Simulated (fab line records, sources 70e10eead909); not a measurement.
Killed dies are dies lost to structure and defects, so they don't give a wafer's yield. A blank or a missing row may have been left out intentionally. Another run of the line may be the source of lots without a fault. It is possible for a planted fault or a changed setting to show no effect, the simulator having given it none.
What tool caused it? | flow nand harc | 36 wafers sampled from 12 lots at 1 step of a route of 1302

## WHAT THE GAUGES READ, wafer by wafer
NHARC_A_CONTACT_CD_MEAS_08: the cd target is 200 nm.
lot  | measured     | on        | cd nm (nm)
L074 | day 22 15:52 | cd sem-01 | 200.2 200.9 200.4
L077 | day 24 01:20 | cd sem-02 | 200.7 201.4 200.9
L078 | day 24 06:08 | cd sem-01 | 201.1 201.2 199.5
L081 | day 25 21:41 | cd sem-03 | 200.4 199.9 200.6
L083 | day 26 05:02 | cd sem-01 | 199.4 199.3 199.7
L085 | day 26 18:51 | cd sem-02 | 199.1 200.0 198.5
L088 | day 27 21:23 | cd sem-03 | 200.4 200.8 200.8
L087 | day 28 04:15 | cd sem-01 | 200.4 200.5 200.6
L092 | day 29 16:08 | cd sem-01 | 199.6 199.4 199.9
L093 | day 30 06:33 | cd sem-01 | 200.0 200.1 199.8
L094 | day 31 14:01 | cd sem-02 | 199.9 199.1 199.0
L096 | day 31 21:00 | cd sem-01 | 199.4 199.9 199.9

## WHICH TOOL RAN EACH LOT (tool, then ch and the chambers of the sampled wafers, then the start)
Record: no process step prior to these readings.

## THE ANSWER, worked out from the rows above alone
Rule: what is usual is taken from the lots themselves. Put in order of their means at a reading, lots are off if they are a third of the lots or fewer, leave a main group of 4 or more, and stand apart from it by a gap of 3 or more times the standard deviation of the main group's means; of several such gaps the widest counts. A main group whose means are all the same, to the digits that the tables above print for the reading, isn't used. A lot without any number at a reading at which 4 lots or more have one is off too. All remaining lots with rows at the step are treated as sound.
None of the lots is off at any reading shown; this tells nothing.

## WHAT THE SIMULATOR HAD INSERTED
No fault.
